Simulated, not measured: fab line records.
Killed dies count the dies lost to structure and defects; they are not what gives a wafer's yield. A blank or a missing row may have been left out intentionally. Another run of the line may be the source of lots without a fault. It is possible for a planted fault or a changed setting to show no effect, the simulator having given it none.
Comparing a struck lot with a sound one + flow n5-finfet + 13 steps out of a route of 1938
Sound: the wafers L965.1, L965.3, L965.4. Struck: wafers L961.2, L961.3, L961.4. Last of all comes the cause.
Order at every step that has rows: each side's tool, ch and its chambers, its first start. Under that, the readings that differ: sound wafers + struck wafers + difference of the means + sigmas: that difference in standard deviations of wafers without a fault.
alike: readings with means less than 2 such deviations apart, plus words and numbers identical on both sides. not compared: withheld readings, readings lacking a value on some wafer, bounds such as >300 that could conceal the same value, and numbers that have no deviation in the record and whose values overlap.
Wherever a step has rows on one side only, a row that says differs or no value, or a row with sigmas, the two part there. When numbers do not overlap yet have no deviation, they are printed without sigmas and do not part them. A reading that every wafer of one side lacks parts them only if that side has two wafers or more.

first, 9 steps without rows for these wafers: N5_HKMG_FIN_SOFTBAKE_44 (time 60 s); N5_HKMG_FIN_EXPOSE_46 (exposes mask NDIPOLE); N5_HKMG_FIN_PEB_47 (peb time 60 s); N5_HKMG_FIN_DEVELOP_48 (develop time 30 s); N5_HKMG_FIN_DESCUM_53 (chemistry O2, time 7.9 s); N5_HKMG_FIN_ETCH_54 (etches SiARC in CF4, target depth 45.5 nm, time 75.8 s); N5_HKMG_FIN_ETCH_55 (etches SOC in N2/H2, target depth 240 nm, time 300 s); N5_HKMG_FIN_STRIP_56 (strips in N2/H2); N5_HKMG_FIN_STRIP_57 (strips in CF4).
N5_HKMG_FIN_ETCH_58: etches SOC in N2/H2, target depth 215.8 nm, time 741 s.
  sound on rie-diel-06 ch 1,3, day 8 07:38; struck on rie-diel-05 ch 0,1,3, day 7 12:19
| reading                                   | sound             | struck            | difference | sigmas |
|-------------------------------------------|-------------------|-------------------|------------|--------|
| rf-fwd-power-W (W)                        | 878.5 872.6 872.9 | 663.6 660.5 666.5 | -211.1     | -88    |
| rf-vpp-V (V)                              | 100.4 99.2 98.4   | 108.8 108.3 110.0 | +9.7       | +11    |
| model.etch.depth-nm (nm)                  | 208 200.9 199.8   | 167.7 174.9 157.8 | -36.1      |        |
| model.SOC_of_HKMG_FIN_COAT_41.thk-nm (nm) | 90.2 97.6 98.8    | 133.2 126.2 143   | +38.6      |        |
| model.HKMG_FIN.feature-depth-nm (nm)      | 208 201 199.8     | 167.8 175 157.8   | -36.1      |        |
  alike: chamber-pressure-mTorr, drypump-motor-current-A, oes-product-au, showerhead-plenum-p-Torr, throttle-valve-pct
  not compared: rf-hours-counter-h
N5_HKMG_FIN_STRIP_93: strips SOC in N2/H2, time 20 s.
  sound on rie-diel-06 ch 1,3, day 8 08:04; struck on rie-diel-05 ch 0,1,3, day 7 12:44
| reading                                   | sound             | struck            | difference | sigmas |
|-------------------------------------------|-------------------|-------------------|------------|--------|
| chamber-pressure-mTorr (mTorr)            | 49.93 49.87 49.96 | 50.07 50.09 49.93 | +0.11      | +3     |
| model.SOC_of_HKMG_FIN_COAT_41.thk-nm (nm) | 80 87.8 89.2      | 123.4 115.6 133.4 | +38.5      |        |
  alike: bias-power-w, drypump-motor-current-A, oes-product-au, rf-vpp-V, showerhead-plenum-p-Torr, throttle-valve-pct
  not compared: rf-hours-counter-h
then, 1 step without rows for these wafers: N5_HKMG_FIN_WET_ETCH_76 (etches Al2O3 in dNH4OH, stops on La2O3, target depth 2.25 nm, rinse time 30 s).
-- a jump in the record: the struck wafers' starts before and after are 4 days apart (it breaks off in module HKMG_FIN and resumes in module BEOL_M4, where the first step shown is number 1111 of the route) --
N5_BEOL_M4_RC_MEAS_101:
  sound on prober-01 ch 0, day 12 03:14; struck on prober-01 ch 0, day 11 11:01
  alike: DIBL_N, DIBL_P, IOFF_N, IOFF_P, ION_N, ION_P, SS_N, SS_P, VT_N, VT_P

## WHERE THEY PART
Earliest at N5_HKMG_FIN_ETCH_58; latest, in this record, at N5_HKMG_FIN_STRIP_93. Later steps at which nothing parts them and some readings are alike: N5_BEOL_M4_RC_MEAS_101.

WHY: the cause the simulator had injected
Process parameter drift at N5_HKMG_FIN_ETCH_58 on rie-diel-05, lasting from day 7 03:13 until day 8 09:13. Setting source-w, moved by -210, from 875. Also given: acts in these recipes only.
